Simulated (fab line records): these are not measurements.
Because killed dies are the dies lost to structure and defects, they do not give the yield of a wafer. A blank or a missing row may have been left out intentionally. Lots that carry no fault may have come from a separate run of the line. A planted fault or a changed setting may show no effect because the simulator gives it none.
Chamber matching / flow n5Finfet / 4 sister chambers for N5_GATE_CUT_ALD_22 on aldSin-03
The step deposits SiNx, target thk 16 nm, pulse time 1 s, ald cycles 320. 8 wafers are shown with their chamber, then 12 later ones without.

WAFERS WITH THEIR CHAMBER
wafer=L083.4; chamber=1; heaterPowerOuterW (W)=442; heaterPowerW (W)=806
wafer=L085.3; chamber=2; heaterPowerOuterW (W)=512; heaterPowerW (W)=851
wafer=L085.4; chamber=0; heaterPowerOuterW (W)=471; heaterPowerW (W)=735
wafer=L087.1; chamber=1; heaterPowerOuterW (W)=448; heaterPowerW (W)=801
wafer=L087.6; chamber=3; heaterPowerOuterW (W)=506; heaterPowerW (W)=828
wafer=L090.2; chamber=2; heaterPowerOuterW (W)=525; heaterPowerW (W)=860
wafer=L090.3; chamber=3; heaterPowerOuterW (W)=524; heaterPowerW (W)=832
wafer=L090.6; chamber=0; heaterPowerOuterW (W)=459; heaterPowerW (W)=754

WAFERS WITH NO CHAMBER GIVEN
wafer=L091.1; heaterPowerOuterW (W)=520; heaterPowerW (W)=818
wafer=L091.3; heaterPowerOuterW (W)=453; heaterPowerW (W)=796
wafer=L091.6; heaterPowerOuterW (W)=450; heaterPowerW (W)=729
wafer=L092.2; heaterPowerOuterW (W)=457; heaterPowerW (W)=810
wafer=L092.4; heaterPowerOuterW (W)=452; heaterPowerW (W)=746
wafer=L092.5; heaterPowerOuterW (W)=475; heaterPowerW (W)=767
wafer=L093.2; heaterPowerOuterW (W)=522; heaterPowerW (W)=849
wafer=L093.3; heaterPowerOuterW (W)=461; heaterPowerW (W)=805
wafer=L093.5; heaterPowerOuterW (W)=445; heaterPowerW (W)=800
wafer=L097.1; heaterPowerOuterW (W)=510; heaterPowerW (W)=819
wafer=L097.2; heaterPowerOuterW (W)=516; heaterPowerW (W)=845
wafer=L097.3; heaterPowerOuterW (W)=448; heaterPowerW (W)=800

WHICH CHAMBER EACH WENT THROUGH
wafer=L091.1; from the rows above=3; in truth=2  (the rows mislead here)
wafer=L091.3; from the rows above=1; in truth=1
wafer=L091.6; from the rows above=0; in truth=0
wafer=L092.2; from the rows above=1; in truth=1
wafer=L092.4; from the rows above=0; in truth=0
wafer=L092.5; from the rows above=0; in truth=0
wafer=L093.2; from the rows above=can't be placed: 2 or 3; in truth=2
wafer=L093.3; from the rows above=1; in truth=1
wafer=L093.5; from the rows above=1; in truth=1
wafer=L097.1; from the rows above=3; in truth=3
wafer=L097.2; from the rows above=can't be placed: 2 or 3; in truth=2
wafer=L097.3; from the rows above=1; in truth=1
9 of 12 placed correctly. From these rows, 2 cannot be placed; in 2 the true chamber is one of the candidates. Number placed wrongly: 1.
How it was worked out, from the rows above alone: a wafer's distance from a chamber is the root of the sum, over the readings, of the square of ((its reading less the chamber's mean) divided by the reading's scatter). If the next closest chamber is less than 2 further off than the closest, the wafer can't be placed; otherwise it belongs to the closest. A chamber's mean is the mean of its shown wafers. The scatter is the square root of a quotient: the sum, over the shown wafers, of each reading's squared deviation from its chamber's mean, divided by wafers minus chambers.
